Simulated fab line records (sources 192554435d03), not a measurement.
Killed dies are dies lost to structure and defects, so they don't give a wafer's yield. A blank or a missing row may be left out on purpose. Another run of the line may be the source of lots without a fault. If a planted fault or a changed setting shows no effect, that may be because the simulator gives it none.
fab line records | flow n5Finfet
record lots=7 | wafers=21
route steps=1938 shown BEOL_M4@1070 BEOL_M5@1129 BEOL_M6@1212 BEOL_M7@1266
startH: hours from the record's opening day to when the first of the lot's shown wafers began | waitH: hours since the lot's step before | " as in the row above | L1.1+2: one row covering several wafers at once | - no value present, or no start provided | * or withheld: withheld | < > ~ a bound
route shown NAME@n: a module of which the file shows steps, and the number in the route of the first | usual: mean and standard deviation over wafers with no fault | same: alike in all rows | chamber/n: place in a boat | sites: the reading at each site | _std_site: standard deviation across them | _edge_site: mean of outer sites minus mean of inner sites | radiusMm: how far each site lies from the wafer's centre | mask NAME#n: copy n | behind: the most recent tool/chamber to have shaped the wafer | hold: the reason the lot was held/the length of the hold in hours/how it ended | device: the n, p or np transistor that did not switch | end of line: tests run on the same wafers once the route is complete | a step without rows: its recipe alone | killed: count of dies lost to structure and defects at first sort (not the wafer's yield) | map: the dies of a wafer, with x for killed, . for not killed, _ for no die there
set.NAME: the run value of the setting; set.NAME@STEP: its run value at that earlier step | model.NAME: the simulator's own value behind a step, which no gauge read
lots run with intentionally changed settings; tables by step, rows by wafer
## steps
# step N5_BEOL_M4_TRENCH_ETCH_37
# recipe chemistry=C4F6/O2 | targetDepthA=555.55 | target=SiOC | timeS=29.2 | ionEnergyEv=250 | pressureMtorr=30 | sourceW=355 | biasW=185 | Ar_flow_sccm=300 | C4F6_flow_sccm=10 | O2_flow_sccm=10
lot.wafer | tool       | chamber | startH | waitH | set.timeS | model.etch.depthNm | model.BEOL_M4.featureDepthNm
L075.3    | rieDiel-04 | 2       | -      | -     | 24.42     | 46.06              | 46
L075.4    | "          | 3       | "      | "     | 29.2      | 56.36              | 56.4
L075.5    | "          | 3       | "      | "     | 24.42     | 47.03              | 47
L076.1    | rieDiel-03 | 2       | -      | -     | 29.2      | 53.33              | 53.4
L076.4    | "          | 3       | "      | "     | 29.2      | 55.4               | 55.4
L076.6    | "          | 0       | "      | "     | 29.2      | 53.67              | 53.6
L077.2    | rieDiel-03 | 3       | -      | -     | 25.19     | 47.4               | 47.4
L077.3    | "          | 2       | "      | "     | 25.19     | 45.97              | 46
L077.6    | "          | 1       | "      | "     | 25.19     | 47.91              | 48
L078.1    | rieDiel-05 | 1       | -      | -     | 29.2      | 55.14              | 55.2
L078.3    | "          | 2       | "      | "     | 29.2      | 55.47              | 55.4
L078.5    | "          | 1       | "      | "     | 29.2      | 54.93              | 55
L082.1    | rieDiel-04 | 2       | -      | -     | 26.68     | 50.16              | 50.2
L082.3    | "          | 3       | "      | "     | 26.68     | 51.38              | 51.4
L082.5    | "          | 2       | "      | "     | 29.2      | 54.77              | 54.8
L089.2    | rieDiel-05 | 0       | -      | -     | 29.2      | 55.97              | 56
L089.4    | "          | 0       | "      | "     | 29.2      | 56.57              | 56.6
L089.6    | "          | 1       | "      | "     | 29.2      | 54.75              | 54.8
L090.2    | rieDiel-05 | 3       | -      | -     | 26.89     | 51.24              | 51.2
L090.5    | "          | 1       | "      | "     | 29.2      | 54.09              | 54
L090.6    | "          | 0       | "      | "     | 26.89     | 50.72              | 50.8
# step N5_BEOL_M4_ETCH_41
# recipe chemistry=CH3F/O2 | target=SiCN | targetDepthA=299 | taperDeg=2 | timeS=52.5 | ionEnergyEv=120 | maskMaterial=TiN | pressureMtorr=30 | sourceW=395 | biasW=75 | Ar_flow_sccm=150 | CH3F_flow_sccm=30 | O2_flow_sccm=20
# step N5_BEOL_M4_STRIP_97
# recipe chemistry=N2/H2 | timeS=10 | powerW=450 | tempC=40 | pressureMtorr=20 | rfFrequencyHz=6e+07 | biasPowerW=7 | n2FlowSccm=200 | h2FlowSccm=200
# step N5_BEOL_M4_OCD_MEAS_38
# usual trenchDepthNm=55.3/0.94
lot.wafer | tool   | chamber | startH | waitH | set.timeS@BEOL_M4_TRENCH_ETCH_37 | trenchDepthNm
L075.3    | ocd-02 | -       | 172.19 | -     | 24.42                            | 45.8
L075.4    | "      | -       | "      | "     | 29.2                             | 56.3
L075.5    | "      | -       | "      | "     | 24.42                            | 46.9
L076.1    | ocd-02 | -       | 176.64 | -     | 29.2                             | 53.2
L076.4    | "      | -       | "      | "     | 29.2                             | 55.3
L076.6    | "      | -       | "      | "     | 29.2                             | 53.8
L077.2    | ocd-01 | -       | 177.56 | -     | 25.19                            | 46.9
L077.3    | "      | -       | "      | "     | 25.19                            | 46.1
L077.6    | "      | -       | "      | "     | 25.19                            | 47.7
L078.1    | ocd-01 | -       | 184.68 | -     | 29.2                             | 55.4
L078.3    | "      | -       | "      | "     | 29.2                             | 55.8
L078.5    | "      | -       | "      | "     | 29.2                             | 55.2
L082.1    | ocd-01 | -       | 215.66 | -     | 26.68                            | 50.1
L082.3    | "      | -       | "      | "     | 26.68                            | 51.9
L082.5    | "      | -       | "      | "     | 29.2                             | 54.7
L089.2    | ocd-02 | -       | 258.35 | -     | 29.2                             | 55.8
L089.4    | "      | -       | "      | "     | 29.2                             | 56.3
L089.6    | "      | -       | "      | "     | 29.2                             | 55.3
L090.2    | ocd-02 | -       | 265.31 | -     | 26.89                            | 50.9
L090.5    | "      | -       | "      | "     | 29.2                             | 54.1
L090.6    | "      | -       | "      | "     | 26.89                            | 51.1
# step N5_BEOL_M4_HM_STRIP_39
# recipe chemistry=peroxideTinStrip | material=TiN | targetDepthA=250 | tempC=50 | timeS=158
# step N5_BEOL_M4_SRD_40
# recipe timeS=30 | tempC=23 | rinseLiquid=diw | dry=ipaMarangoni
# step N5_BEOL_M4_ECD_50
# recipe material=Cu | targetThkA=3000
# step N5_BEOL_M4_ANNEAL_51
# recipe tempC=225 | timeS=90 | ambient=N2
# step N5_BEOL_M4_CMP_52
# recipe stopOn=SiOC | tOverpolishS=6.8 | downForcePsi=1 | platenRpm=50 | clearingPlatenDownForcePsi=1.5 | clearingPlatenRpm=50 | postCmpClean=cuAlkaline | targetThkNm=40 | clearingPlatenPadVelocityMS=0.99484 | padVelocityMS=0.99484
lot.wafer | tool   | chamber | startH | waitH | set.timeS@BEOL_M4_TRENCH_ETCH_37 | model.Cu_of_BEOL_M4_ECD_50.thkNm
L075.3    | cmp-01 | 0       | 175.61 | 0.2   | 24.42                            | 28.8
L075.4    | "      | 1       | "      | "     | 29.2                             | 42.2
L075.5    | "      | 2       | "      | "     | 24.42                            | 31
L076.1    | cmp-04 | 3       | 179.95 | 0.3   | 29.2                             | 39.2
L076.4    | "      | 0       | "      | "     | 29.2                             | 38.4
L076.6    | "      | 0       | "      | "     | 29.2                             | 37.8
L077.3    | cmp-02 | 0       | 181.99 | 0.2   | 25.19                            | 31.2
L077.2    | "      | 2       | "      | "     | 25.19                            | 33
L077.6    | "      | 3       | "      | "     | 25.19                            | 32.2
L078.1    | cmp-02 | 2       | 188.89 | 0.3   | 29.2                             | 39.8
L078.3    | "      | 3       | "      | "     | 29.2                             | 39
L078.5    | "      | 1       | "      | "     | 29.2                             | 38
L082.3    | cmp-02 | 0       | 219.00 | 0.2   | 26.68                            | 35.4
L082.1    | "      | 3       | "      | "     | 26.68                            | 32.8
L082.5    | "      | 1       | "      | "     | 29.2                             | 38.8
L089.4    | cmp-02 | 2       | 264.37 | 0.2   | 29.2                             | 42.4
L089.2    | "      | 3       | "      | "     | 29.2                             | 40.2
L089.6    | "      | 1       | "      | "     | 29.2                             | 39
L090.2    | cmp-04 | 3       | 270.89 | 0.4   | 26.89                            | 37.6
L090.5    | "      | 2       | "      | "     | 29.2                             | 38.8
L090.6    | "      | 3       | "      | "     | 26.89                            | 36.8
# step N5_BEOL_M4_THK_MEAS_53
# recipe thkMeasGauge=xrf | reads=Cu_of_BEOL_M4_ECD_50
# usual M4_THK=40.4/1.5
lot.wafer | tool         | chamber | startH | waitH | set.timeS@BEOL_M4_TRENCH_ETCH_37 | M4_THK[nm]
L075.3    | filmMetro-01 | -       | 175.83 | -     | 24.42                            | 29.4
L075.4    | "            | -       | "      | "     | 29.2                             | 43.3
L075.5    | "            | -       | "      | "     | 24.42                            | 31.6
L076.1    | filmMetro-02 | -       | 180.25 | -     | 29.2                             | 39.6
L076.4    | "            | -       | "      | "     | 29.2                             | 38.9
L076.6    | "            | -       | "      | "     | 29.2                             | 37.8
L077.2    | filmMetro-02 | -       | 182.24 | -     | 25.19                            | 33.0
L077.3    | "            | -       | "      | "     | 25.19                            | 31.3
L077.6    | "            | -       | "      | "     | 25.19                            | 32.4
L078.1    | filmMetro-02 | -       | 189.15 | -     | 29.2                             | 40.2
L078.3    | "            | -       | "      | "     | 29.2                             | 39.5
L078.5    | "            | -       | "      | "     | 29.2                             | 38.2
L082.1    | filmMetro-02 | -       | 219.30 | -     | 26.68                            | 33.3
L082.3    | "            | -       | "      | "     | 26.68                            | 35.8
L082.5    | "            | -       | "      | "     | 29.2                             | 38.9
L089.2    | filmMetro-01 | -       | 264.63 | -     | 29.2                             | 40.3
L089.4    | "            | -       | "      | "     | 29.2                             | 42.7
L089.6    | "            | -       | "      | "     | 29.2                             | 39.1
L090.2    | filmMetro-01 | -       | 271.15 | -     | 26.89                            | 38.3
L090.5    | "            | -       | "      | "     | 29.2                             | 39.4
L090.6    | "            | -       | "      | "     | 26.89                            | 37.4
# step N5_BEOL_M4_PRE_CLEAN_60
# recipe gas=NH3/H2 | timeS=15 | tempC=* | rfPowerW=300
# step N5_BEOL_M4_CO_CAP_55
# recipe material=Co | targetThkA=20 | tempC=200 | precursor=CCTBA/H2 | pressureTorr=30 | timeS=102.1
# step N5_BEOL_M4_PRE_CLEAN_56
# recipe gas=NH3 | timeS=15 | tempC=withheld | rfPowerW=300
# step N5_BEOL_M4_DEP_57
# recipe material=SiCN | targetThkA=80 | tempC=withheld | precursor=3MS/NH3 | pressureTorr=3 | rfW=202 | timeS=14
# step N5_BEOL_M4_RS_MEAS_58
# recipe thkMeasGauge=four-point-probe | reads=Co_of_BEOL_M4_CO_CAP_55+Cu_of_BEOL_M4_ECD_50+Co_of_BEOL_M4_CVD_47+TaN_of_BEOL_M4_ALD_84
# usual M4_RS=0.67/0.031
lot.wafer | tool         | chamber | startH | waitH | set.timeS@BEOL_M4_TRENCH_ETCH_37 | M4_RS[ohm/sq]
L075.3    | filmMetro-01 | -       | 176.15 | 0.1   | 24.42                            | 1.03
L075.4    | "            | -       | "      | "     | 29.2                             | 0.63
L075.5    | "            | -       | "      | "     | 24.42                            | 0.94
L076.1    | filmMetro-02 | -       | 180.54 | 0.1   | 29.2                             | 0.68
L076.4    | "            | -       | "      | "     | 29.2                             | 0.70
L076.6    | "            | -       | "      | "     | 29.2                             | 0.72
L077.2    | filmMetro-02 | -       | 182.51 | 0.1   | 25.19                            | 0.86
L077.3    | "            | -       | "      | "     | 25.19                            | 0.92
L077.6    | "            | -       | "      | "     | 25.19                            | 0.89
L078.1    | filmMetro-02 | -       | 189.42 | 0.1   | 29.2                             | 0.67
L078.3    | "            | -       | "      | "     | 29.2                             | 0.69
L078.5    | "            | -       | "      | "     | 29.2                             | 0.71
L082.1    | filmMetro-01 | -       | 219.56 | 0.0   | 26.68                            | 0.87
L082.3    | "            | -       | "      | "     | 26.68                            | 0.78
L082.5    | "            | -       | "      | "     | 29.2                             | 0.70
L089.2    | filmMetro-02 | -       | 264.90 | 0.1   | 29.2                             | 0.66
L089.4    | "            | -       | "      | "     | 29.2                             | 0.62
L089.6    | "            | -       | "      | "     | 29.2                             | 0.69
L090.2    | filmMetro-01 | -       | 271.41 | 0.1   | 26.89                            | 0.73
L090.5    | "            | -       | "      | "     | 29.2                             | 0.70
L090.6    | "            | -       | "      | "     | 26.89                            | 0.75
# step N5_BEOL_M5_DESCUM_16
# recipe chemistry=O2 | timeS=7 | sourcePowerW=50 | biasPowerW=20 | pressureMtorr=20 | rfFrequencyHz=2.712e+07 | tempC=40 | resist=CAR-EUV | o2FlowSccm=225
lot.wafer | tool       | chamber | startH | waitH | set.timeS | model.CAR-EUV_of_BEOL_M5_COAT_05.thkNm
L075.3    | rieDiel-06 | 1       | 179.51 | 1.2   | 7         | 26
L075.4+5  | "          | 3,1     | "      | "     | 8.26      | 25.4
L076.1+6  | rieDiel-01 | 2       | 185.20 | 0.0   | 7         | 26
L076.4    | "          | 1       | "      | "     | 7         | 26.2
L077.2    | rieDiel-02 | 2       | 185.24 | 0.0   | 5.676     | 26.4
L077.3    | "          | 3       | "      | "     | 7         | 26
L077.6    | "          | 0       | "      | "     | 7         | 25.8
L078.1    | rieDiel-02 | 3       | 193.63 | 0.0   | 5.52      | 27
L078.3    | "          | 0       | "      | "     | 7         | 26.2
L078.5    | "          | 3       | "      | "     | 7         | 26.4
L082.1+5  | rieDiel-06 | 3       | 221.96 | 0.0   | 7.831     | 25.6
L082.3    | "          | 0       | "      | "     | 7         | 26
L089.2+4  | rieDiel-01 | 2,3     | 269.34 | 0.0   | 7         | 26.2
L089.6    | "          | 0       | "      | "     | 8.332     | 25.4
L090.2    | rieDiel-01 | 1       | 273.90 | 0.0   | 7         | 26.4
L090.5+6  | "          | 3,0     | "      | "     | 7         | 26.2
# step N5_BEOL_M5_COAT_74
# recipe resist=underlayer | tempC=205 | timeS=60 | spinRpm=1500 | resistThkNm=5
lot.wafer  | tool          | chamber | startH | waitH | set.spinRpm | model.underlayer_of_BEOL_M5_COAT_74.thkNm
L075.3+4+5 | lithoTrack-02 | 0       | -      | -     | 1500        | 5
L076.1+4+6 | lithoTrack-01 | 0       | -      | -     | 1500        | 5
L077.2+6   | lithoTrack-02 | 0       | -      | -     | 1379        | 5.2
L077.3     | "             | 0       | "      | "     | 1500        | 5
L078.1+3+5 | lithoTrack-01 | 0       | -      | -     | 1500        | 5
L082.1+3+5 | lithoTrack-05 | 0       | -      | -     | 1500        | 5
L089.2     | lithoTrack-05 | 0       | -      | -     | 1661        | 4.8
L089.4+6   | "             | 0       | "      | "     | 1500        | 5
L090.2     | lithoTrack-02 | 0       | -      | -     | 1500        | 5
L090.5+6   | "             | 0       | "      | "     | 1334        | 5.4
# step N5_BEOL_M5_COAT_22
# recipe resist=CAR-EUV | spinRpm=1500 | resistThkNm=30
# step N5_BEOL_M5_EBR_24
# recipe solvent=PGMEA | ebrWidthMm=1.5
# step N5_BEOL_M5_DESCUM_33
# recipe chemistry=O2 | timeS=7 | sourcePowerW=50 | biasPowerW=20 | pressureMtorr=20 | rfFrequencyHz=2.712e+07 | tempC=40 | resist=CAR-EUV | o2FlowSccm=225
# step N5_BEOL_M5_ETCH_75
# recipe chemistry=N2/H2 | target=underlayer | targetDepthA=65 | maskMaterial=CAR-EUV | timeS=5.2 | ionEnergyEv=200 | pressureMtorr=30 | sourceW=840 | biasW=150 | n2FlowSccm=200 | h2FlowSccm=200 | ends=cleared
lot.wafer | tool       | chamber | startH | waitH | set.spinRpm@BEOL_M5_COAT_74 | model.CAR-EUV_of_BEOL_M5_COAT_22.thkNm | model.etch.depthNm
L075.3    | rieDiel-02 | 3       | 181.18 | 0.0   | 1500                        | 20.2                                   | 4.984
L075.4    | "          | 0       | "      | "     | 1500                        | 20.2                                   | 4.986
L075.5    | "          | 0       | "      | "     | 1500                        | 20.4                                   | 4.989
L076.1    | rieDiel-02 | 0       | 187.90 | 0.0   | 1500                        | 20.4                                   | 5.018
L076.4    | "          | 1       | "      | "     | 1500                        | 20.2                                   | 5.012
L076.6    | "          | 0       | "      | "     | 1500                        | 20.4                                   | 5.008
L077.2    | rieDiel-01 | 0       | 188.47 | 0.0   | 1379                        | 20                                     | 5.233
L077.3    | "          | 1       | "      | "     | 1500                        | 20.4                                   | 4.996
L077.6    | "          | 0       | "      | "     | 1379                        | 20.2                                   | 5.218
L078.1    | rieDiel-06 | 1       | 196.83 | 0.0   | 1500                        | 20.4                                   | 5
L078.3    | "          | 3       | "      | "     | 1500                        | 20.4                                   | 5.015
L078.5    | "          | 3       | "      | "     | 1500                        | 20.4                                   | 5.006
L082.1    | rieDiel-06 | 2       | 224.81 | 0.0   | 1500                        | 20.4                                   | 4.962
L082.3    | "          | 3       | "      | "     | 1500                        | 20.4                                   | 4.967
L082.5    | "          | 2       | "      | "     | 1500                        | 20.4                                   | 4.987
L089.2    | rieDiel-01 | 1       | 270.48 | 0.0   | 1661                        | 20.8                                   | 4.757
L089.4    | "          | 2       | "      | "     | 1500                        | 20.2                                   | 5.005
L089.6    | "          | 2       | "      | "     | 1500                        | 20.2                                   | 5.002
L090.2    | rieDiel-06 | 2       | 275.97 | 0.0   | 1500                        | 20.4                                   | 5.003
L090.5    | "          | 2       | "      | "     | 1334                        | 20                                     | 5.325
L090.6    | "          | 3       | "      | "     | 1334                        | 20                                     | 5.319
# step N5_BEOL_M6_ETCH_62
# recipe chemistry=N2/H2 | target=SOC | targetDepthA=1100 | overetchA=220 | maskMaterial=SiARC | tempC=40 | timeS=165 | ionEnergyEv=200 | pressureMtorr=30 | sourceW=840 | biasW=150 | n2FlowSccm=200 | h2FlowSccm=200
lot.wafer | tool       | chamber | startH | waitH | set.timeS | model.SiARC_of_BEOL_M6_COAT_60.thkNm
L075.3+4  | rieDiel-04 | 2       | 193.31 | 0.0   | 165       | 28
L075.5    | "          | 0       | "      | "     | 165       | 28.4
L076.1+4  | rieDiel-05 | 2,1     | 198.20 | 0.0   | 165       | 28.4
L076.6    | "          | 2       | "      | "     | 165       | 28.2
L077.2    | rieDiel-03 | 2       | 198.82 | 0.0   | 134.9     | 29.8
L077.3    | "          | 0       | "      | "     | 165       | 28.4
L077.6    | "          | 0       | "      | "     | 165       | 28.2
L078.1+5  | rieDiel-03 | 0,3     | 207.65 | 0.0   | 175.1     | 28
L078.3    | "          | 2       | "      | "     | 165       | 28.8
L082.1    | rieDiel-04 | 2       | 235.48 | 0.0   | 165       | 28.4
L082.3    | "          | 3       | "      | "     | 165       | 28
L082.5    | "          | 3       | "      | "     | 153.7     | 28.6
L089.2    | rieDiel-05 | 3       | 282.40 | 0.0   | 165       | 28.2
L089.4+6  | "          | 2,1     | "      | "     | 165       | 28.4
L090.2    | rieDiel-04 | 2       | 289.54 | 0.0   | 134.6     | 29.4
L090.5    | "          | 3       | "      | "     | 134.6     | 29.2
L090.6    | "          | 0       | "      | "     | 165       | 28.2
# step N5_BEOL_M6_EXPOSE_25
# recipe maskId=V5 | na=0.33 | sourceShape=annular | sigmaInner=0.4 | sigmaOuter=0.8 | polarization=unpolarized | targetCdNm=40 | doseMj=45
lot.wafer  | tool          | chamber | startH | waitH | mask | set.doseMj
L075.3+4+5 | euvScanner-01 | 0       | 194.03 | -     | V5#0 | 46.38
L076.1+4+6 | euvScanner-02 | 0       | 200.92 | -     | V5#0 | 45
L077.2+3+6 | euvScanner-01 | 0       | 201.10 | -     | V5#0 | 45
L078.1     | euvScanner-02 | 0       | 211.78 | -     | V5#0 | 45
L078.3+5   | "             | 0       | "      | "     | V5#0 | 46.9
L082.1+5   | euvScanner-01 | 0       | 236.86 | -     | V5#0 | 45
L082.3     | "             | 0       | "      | "     | V5#0 | 42.76
L089.2+4+6 | euvScanner-02 | 0       | 283.83 | -     | V5#0 | 45
L090.2+5+6 | euvScanner-01 | 0       | 290.24 | -     | V5#0 | 45
# step N5_BEOL_M6_PEB_26
# recipe pebTempC=100 | pebTimeS=60 | resist=CAR-EUV
# step N5_BEOL_M6_DEVELOP_27
# recipe developTimeS=30 | developer=TMAH | resist=CAR-EUV | rinseLiquid=surfactantRinse | dry=airSpin | devTempC=23
# step N5_BEOL_M6_DESCUM_33
# recipe chemistry=O2 | timeS=7 | sourcePowerW=50 | biasPowerW=20 | pressureMtorr=20 | rfFrequencyHz=2.712e+07 | tempC=40 | resist=CAR-EUV | o2FlowSccm=225
lot.wafer  | tool       | chamber | startH | waitH | set.doseMj@BEOL_M6_EXPOSE_25 | model.BEOL_M6.cdNm
L075.3+4   | rieDiel-03 | 2,0     | 194.28 | 0.0   | 46.38                        | 40.8
L075.5     | "          | 0       | "      | "     | 46.38                        | 40.6
L076.1+4+6 | rieDiel-03 | 2,1,0   | 201.45 | 0.3   | 45                           | 40
L077.2     | rieDiel-05 | 3       | 201.52 | 0.2   | 45                           | 39.8
L077.3+6   | "          | 0       | "      | "     | 45                           | 40.2
L078.1     | rieDiel-03 | 1       | 212.04 | 0.0   | 45                           | 40
L078.3     | "          | 3       | "      | "     | 46.9                         | 40.8
L078.5     | "          | 2       | "      | "     | 46.9                         | 41.2
L082.1+5   | rieDiel-04 | 2       | 237.12 | 0.0   | 45                           | 40.2
L082.3     | "          | 3       | "      | "     | 42.76                        | 38.8
L089.2     | rieDiel-05 | 2       | 284.22 | 0.2   | 45                           | 40.2
L089.4     | "          | 2       | "      | "     | 45                           | 40.4
L089.6     | "          | 1       | "      | "     | 45                           | 40
L090.2+6   | rieDiel-03 | 0       | 290.49 | 0.0   | 45                           | 40
L090.5     | "          | 3       | "      | "     | 45                           | 40.2
# step N5_BEOL_M6_ETCH_72
# recipe chemistry=N2/H2 | target=underlayer | targetDepthA=65 | maskMaterial=CAR-EUV | timeS=5.2 | ionEnergyEv=200 | pressureMtorr=30 | sourceW=840 | biasW=150 | n2FlowSccm=200 | h2FlowSccm=200 | ends=cleared
lot.wafer  | tool       | chamber | startH | waitH | set.doseMj@BEOL_M6_EXPOSE_25 | model.BEOL_M6.cdNm
L075.3     | rieDiel-03 | 2       | 194.31 | 0.0   | 46.38                        | 40.8
L075.4+5   | "          | 0       | "      | "     | 46.38                        | 40.6
L076.1+6   | rieDiel-03 | 2,0     | 201.48 | 0.0   | 45                           | 39.8
L076.4     | "          | 1       | "      | "     | 45                           | 40
L077.2     | rieDiel-05 | 3       | 201.55 | 0.0   | 45                           | 40
L077.3     | "          | 0       | "      | "     | 45                           | 40.4
L077.6     | "          | 0       | "      | "     | 45                           | 40.2
L078.1     | rieDiel-03 | 1       | 212.08 | 0.0   | 45                           | 40.2
L078.3     | "          | 3       | "      | "     | 46.9                         | 40.8
L078.5     | "          | 2       | "      | "     | 46.9                         | 41.2
L082.1+5   | rieDiel-04 | 2       | 237.16 | 0.0   | 45                           | 40.2
L082.3     | "          | 3       | "      | "     | 42.76                        | 38.8
L089.2+6   | rieDiel-05 | 2,1     | 284.26 | 0.0   | 45                           | 40.2
L089.4     | "          | 2       | "      | "     | 45                           | 40.4
L090.2+5+6 | rieDiel-03 | 0,3,0   | 290.52 | 0.0   | 45                           | 40.2
# step N5_BEOL_M6_ETCH_65
# recipe chemistry=CF4 | target=SiARC | targetDepthA=156 | maskMaterial=CAR-EUV | timeS=26 | ionEnergyEv=80 | pressureMtorr=40 | sourceW=545 | biasW=36 | Ar_flow_sccm=100 | cf4FlowSccm=100 | ends=cleared
lot.wafer | tool       | chamber | startH | waitH | set.doseMj@BEOL_M6_EXPOSE_25 | model.BEOL_M6.cdNm
L075.3    | rieDiel-03 | 2       | 194.33 | 0.0   | 46.38                        | 40.8
L075.4+5  | "          | 0       | "      | "     | 46.38                        | 40.6
L076.1+4  | rieDiel-03 | 2,1     | 201.50 | 0.0   | 45                           | 40
L076.6    | "          | 0       | "      | "     | 45                           | 39.8
L077.2    | rieDiel-05 | 3       | 201.57 | 0.0   | 45                           | 39.8
L077.3+6  | "          | 0       | "      | "     | 45                           | 40.4
L078.1    | rieDiel-03 | 1       | 212.09 | 0.0   | 45                           | 40.2
L078.3    | "          | 3       | "      | "     | 46.9                         | 40.8
L078.5    | "          | 2       | "      | "     | 46.9                         | 41.2
L082.1+5  | rieDiel-04 | 2       | 237.17 | 0.0   | 45                           | 40
L082.3    | "          | 3       | "      | "     | 42.76                        | 38.8
L089.2    | rieDiel-05 | 2       | 284.27 | 0.0   | 45                           | 40.4
L089.4    | "          | 2       | "      | "     | 45                           | 40.6
L089.6    | "          | 1       | "      | "     | 45                           | 40.2
L090.2+6  | rieDiel-03 | 0       | 290.54 | 0.0   | 45                           | 40
L090.5    | "          | 3       | "      | "     | 45                           | 40.2
# step N5_BEOL_M6_ETCH_66
# recipe chemistry=N2/H2 | target=SOC | targetDepthA=800 | overetchA=160 | maskMaterial=SiARC | tempC=40 | timeS=120 | ionEnergyEv=200 | pressureMtorr=30 | sourceW=840 | biasW=150 | n2FlowSccm=200 | h2FlowSccm=200
lot.wafer  | tool       | chamber | startH | waitH | set.doseMj@BEOL_M6_EXPOSE_25 | model.BEOL_M6.cdNm
L075.3     | rieDiel-03 | 2       | 194.35 | 0.0   | 46.38                        | 40.8
L075.4     | "          | 0       | "      | "     | 46.38                        | 40.4
L075.5     | "          | 0       | "      | "     | 46.38                        | 40.6
L076.1+6   | rieDiel-03 | 2,0     | 201.53 | 0.0   | 45                           | 39.8
L076.4     | "          | 1       | "      | "     | 45                           | 40
L077.2     | rieDiel-05 | 3       | 201.60 | 0.0   | 45                           | 40
L077.3+6   | "          | 0       | "      | "     | 45                           | 40.4
L078.1     | rieDiel-03 | 1       | 212.12 | 0.0   | 45                           | 40.2
L078.3     | "          | 3       | "      | "     | 46.9                         | 40.8
L078.5     | "          | 2       | "      | "     | 46.9                         | 41
L082.1+5   | rieDiel-04 | 2       | 237.20 | 0.0   | 45                           | 40
L082.3     | "          | 3       | "      | "     | 42.76                        | 38.8
L089.2     | rieDiel-05 | 2       | 284.30 | 0.0   | 45                           | 40.2
L089.4     | "          | 2       | "      | "     | 45                           | 40.4
L089.6     | "          | 1       | "      | "     | 45                           | 40
L090.2+5+6 | rieDiel-03 | 0,3,0   | 290.57 | 0.0   | 45                           | 40
# step N5_BEOL_M7_PECVD_70
# recipe material=SiO2 | targetThkA=200 | tempC=400 | precursor=TEOS/O2 | pressureTorr=5.5 | rfW=450 | teosFlowSccm=53.8 | gas=O2 | flowSccm=3000 | timeS=22.7
lot.wafer | tool     | chamber | startH | waitH | set.tempC | model.SiO2_of_BEOL_M7_PECVD_70.thkNm
L075.3    | pecvd-02 | 2       | 199.59 | 0.0   | 400       | 19.8
L075.4    | "        | 2       | "      | "     | 391.9     | 21.2
L075.5    | "        | 1       | "      | "     | 391.9     | 20.8
L076.1    | pecvd-02 | 0       | 206.14 | 0.0   | 400       | 20
L076.4    | "        | 1       | "      | "     | 400       | 20.2
L076.6    | "        | 1       | "      | "     | 400       | 20.4
L077.2+3  | pecvd-04 | 0,1     | 206.22 | 0.0   | 400       | 19.8
L077.6    | "        | 0       | "      | "     | 400       | 20.2
L078.1    | pecvd-04 | 0       | 217.08 | 0.0   | 413.8     | 18
L078.3    | "        | 0       | "      | "     | 400       | 20.2
L078.5    | "        | 0       | "      | "     | 400       | 20.4
L082.1    | pecvd-01 | 1       | 241.93 | 0.0   | 400       | 19.6
L082.3    | "        | 0       | "      | "     | 400       | 19.8
L082.5    | "        | 1       | "      | "     | 400       | 20
L089.2    | pecvd-01 | 1       | 287.93 | 0.0   | 400       | 20
L089.4    | "        | 1       | "      | "     | 391.1     | 21.4
L089.6    | "        | 2       | "      | "     | 400       | 20.2
L090.2+6  | pecvd-02 | 1       | 294.79 | 0.0   | 400       | 20
L090.5    | "        | 0       | "      | "     | 400       | 20.4
## key
split step=N5_BEOL_M4_TRENCH_ETCH_37 | setting=timeS | stated=29.2 | by=wafer
response step=N5_BEOL_M4_TRENCH_ETCH_37 | reading=model.etch.depthNm | change=+0.543 | per=1% | r=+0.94
response step=N5_BEOL_M4_TRENCH_ETCH_37 | reading=model.BEOL_M4.featureDepthNm | change=+0.544 | per=1% | r=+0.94
response step=N5_BEOL_M4_OCD_MEAS_38 | reading=trenchDepthNm | change=+0.542 | per=1% | r=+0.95
response step=N5_BEOL_M4_CMP_52 | reading=model.Cu_of_BEOL_M4_ECD_50.thkNm | change=+0.629 | per=1% | r=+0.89
response step=N5_BEOL_M4_THK_MEAS_53 | reading=M4_THK | change=+0.64 | per=1% | r=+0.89
response step=N5_BEOL_M4_RS_MEAS_58 | reading=M4_RS | change=-0.0179 | per=1% | r=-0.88
split step=N5_BEOL_M5_DESCUM_16 | setting=timeS | stated=7 | by=wafer
response step=N5_BEOL_M5_DESCUM_16 | reading=model.CAR-EUV_of_BEOL_M5_COAT_05.thkNm | change=-0.0337 | per=1% | r=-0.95
split step=N5_BEOL_M5_COAT_74 | setting=spinRpm | stated=1500 | by=wafer
response step=N5_BEOL_M5_COAT_74 | reading=model.underlayer_of_BEOL_M5_COAT_74.thkNm | change=-0.027 | per=1% | r=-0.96
response step=N5_BEOL_M5_ETCH_75 | reading=model.CAR-EUV_of_BEOL_M5_COAT_22.thkNm | change=+0.0439 | per=1% | r=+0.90
response step=N5_BEOL_M5_ETCH_75 | reading=model.etch.depthNm | change=-0.0265 | per=1% | r=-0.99
split step=N5_BEOL_M6_ETCH_62 | setting=timeS | stated=165 | by=wafer
response step=N5_BEOL_M6_ETCH_62 | reading=model.SiARC_of_BEOL_M6_COAT_60.thkNm | change=-0.073 | per=1% | r=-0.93
split step=N5_BEOL_M6_EXPOSE_25 | setting=doseMj | stated=45 | by=wafer
response step=N5_BEOL_M6_DESCUM_33 | reading=model.BEOL_M6.cdNm | change=+0.263 | per=1% | r=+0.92
response step=N5_BEOL_M6_ETCH_72 | reading=model.BEOL_M6.cdNm | change=+0.243 | per=1% | r=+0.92
response step=N5_BEOL_M6_ETCH_65 | reading=model.BEOL_M6.cdNm | change=+0.219 | per=1% | r=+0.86
response step=N5_BEOL_M6_ETCH_66 | reading=model.BEOL_M6.cdNm | change=+0.21 | per=1% | r=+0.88
split step=N5_BEOL_M7_PECVD_70 | setting=tempC | stated=400 | by=wafer
response step=N5_BEOL_M7_PECVD_70 | reading=model.SiO2_of_BEOL_M7_PECVD_70.thkNm | change=-0.633 | per=1% | r=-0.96
